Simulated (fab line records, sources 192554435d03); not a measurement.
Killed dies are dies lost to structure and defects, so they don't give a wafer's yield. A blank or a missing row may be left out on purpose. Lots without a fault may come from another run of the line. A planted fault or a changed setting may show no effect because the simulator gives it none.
One fault seen from 2 desks | flow n5_finfet | each desk has only its own numbers; what lay behind them comes last

THE METROLOGY DESK
What the gauges read, lot by lot, whatever tool the lot ran on: means of the sampled wafers that have a number. A lot is out of limits, marked OUT, if its mean lies more than 4 standard deviations from the usual mean; the brackets give that distance. Of its 10 readings 7 are shown: those that lie furthest out on some lot.
Columns: A = DIBL_N at N5_BEOL_M4_RC_MEAS_101, usual 36.3 mV/V; B = IOFF_N at N5_BEOL_M4_RC_MEAS_101, usual 0.163 nA/um; C = IOFF_P at N5_BEOL_M4_RC_MEAS_101, usual 0.22 nA/um; D = SS_N at N5_BEOL_M4_RC_MEAS_101, usual 71.5 mV/dec; E = SS_P at N5_BEOL_M4_RC_MEAS_101, usual 73.3 mV/dec; F = VT_N at N5_BEOL_M4_RC_MEAS_101, usual 249.3 mV; G = VT_P at N5_BEOL_M4_RC_MEAS_101, usual -250 mV
lot  | first seen here | A    | B     | C    | D    | E    | F     | G
L725 | day 9 08:10     | 34.4 | 0.158 | 0.19 | 71.1 | 73.7 | 249.2 | -251
L724 | day 9 08:17     | 36.7 | 0.165 | 0.24 | 71.8 | 73.2 | 247.4 | -247
L729 | day 10 09:20    | 36.5 | 0.154 | 0.26 | 71.4 | 73.2 | 249.7 | -245
L731 | day 10 19:16    | 39.4 | 0.235 | 0.28 | 72.1 | 74.2 | 242.8 | -246
L730 | day 10 19:34    | 34.2 | 0.142 | 0.18 | 71.1 | 72.5 | 249.9 | -250
L736 | day 12 06:45    | 36.9 | 0.183 | 0.22 | 72.2 | 73.1 | 246.7 | -249
L738 | day 12 13:53    | 35.7 | 0.146 | 0.18 | 71.4 | 73.5 | 251.9 | -255
L744 | day 14 04:17    | 35.5 | 0.159 | 0.21 | 71.7 | 73.6 | 250.7 | -250
L745 | day 14 08:29    | 37.1 | 0.185 | 0.26 | 71.8 | 73.8 | 245.9 | -246
This desk's finding: nothing out of limits on any of the 9 lots.

THE TOOL OWNER'S DESK: ald_sin-03
The tool's own readings at N5_MOL_CONTACT_COAG_ALD_131 (deposits SiO2, target thk 5 nm, pulse time 1 s, co reactant pulse time 1 s): means of the sampled wafers that have a number, for each lot that ran on this tool. A lot is out of limits, marked OUT, if its mean lies more than 4 standard deviations from the usual mean; the brackets give that distance.
Columns: A = heater_power_w at N5_MOL_CONTACT_COAG_ALD_131, usual 79 W; B = precursor_pulse_height_rel at N5_MOL_CONTACT_COAG_ALD_131, usual 0.999
lot  | first seen here | A  | B
L724 | day 5 12:39     | 78 | 1.006
L725 | day 5 17:31     | 80 | 0.979
L729 | day 6 23:05     | 80 | 1.004
L730 | day 6 23:43     | 81 | 1.016
L731 | day 7 06:01     | 74 | 1.007
This desk's finding: nothing out of limits on any of the 5 lots.

PUT TOGETHER
The metrology desk saw nothing out of limits.
The tool owner's desk saw nothing out of limits.

WHAT THE SIMULATOR HAD PUT IN
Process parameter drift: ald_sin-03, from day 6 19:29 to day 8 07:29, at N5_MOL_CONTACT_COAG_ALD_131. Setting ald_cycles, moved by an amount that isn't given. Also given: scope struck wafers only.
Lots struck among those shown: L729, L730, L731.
